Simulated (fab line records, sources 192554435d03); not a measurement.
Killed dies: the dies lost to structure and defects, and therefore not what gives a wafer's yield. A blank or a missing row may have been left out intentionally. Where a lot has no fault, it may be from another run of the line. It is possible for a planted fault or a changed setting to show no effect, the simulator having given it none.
Matching of chambers :: flow n5 finfet :: pecvd-02 running N5_BEOL_M7_PECVD_70: 3 sister chambers
The step deposits SiO2 from TEOS/O2, target thk 20 nm, time 22.7 s. 6 wafers are shown with their chamber, then 8 later ones without.

## WAFERS PAIRED WITH THEIR CHAMBERS
wafer: L075.6
chamber: 1
throttle valve pct (%): 22.5
heater power w (W): 821

wafer: L082.4
chamber: 0
throttle valve pct (%): 21.8
heater power w (W): 706

wafer: L088.2
chamber: 2
throttle valve pct (%): 21.3
heater power w (W): 602

wafer: L088.3
chamber: 1
throttle valve pct (%): 22.7
heater power w (W): 830

wafer: L088.5
chamber: 0
throttle valve pct (%): 21.4
heater power w (W): 665

wafer: L087.1
chamber: 2
throttle valve pct (%): 21.0
heater power w (W): 542

## WAFERS WHOSE CHAMBER IS MISSING
wafer: L087.3
throttle valve pct (%): 22.0
heater power w (W): 760

wafer: L087.6
throttle valve pct (%): 22.6
heater power w (W): 842

wafer: L095.2
throttle valve pct (%): 22.4
heater power w (W): 843

wafer: L095.3
throttle valve pct (%): 20.9
heater power w (W): 566

wafer: L095.4
throttle valve pct (%): 22.7
heater power w (W): 810

wafer: L097.2
throttle valve pct (%): 22.1
heater power w (W): 702

wafer: L097.4
throttle valve pct (%): 21.7
heater power w (W): 690

wafer: L097.5
throttle valve pct (%): 21.6
heater power w (W): 625

## EACH ONE'S CHAMBER
wafer: L087.3
from the rows above: can't be placed: 0 or 1
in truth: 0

wafer: L087.6
from the rows above: 1
in truth: 1

wafer: L095.2
from the rows above: 1
in truth: 1

wafer: L095.3
from the rows above: 2
in truth: 2

wafer: L095.4
from the rows above: 1
in truth: 1

wafer: L097.2
from the rows above: 0
in truth: 0

wafer: L097.4
from the rows above: 0
in truth: 0

wafer: L097.5
from the rows above: can't be placed: 0 or 2
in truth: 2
Placed correctly: 6 of 8. These rows do not allow placing 2 (true chamber among the candidates in 2). 0 placed wrongly.
How it was worked out, from the rows above alone: a wafer's distance from a chamber is the root of the sum, over the readings, of the square of ((its reading less the chamber's mean) divided by the reading's scatter). If the next closest chamber is less than 2 further off than the closest, the wafer can't be placed; otherwise it belongs to the closest. A chamber's mean is the mean of its shown wafers. How the scatter is found: for the shown wafers, subtract from each reading the mean of its chamber, square and add these, divide the total by (wafers less chambers), then take the root.
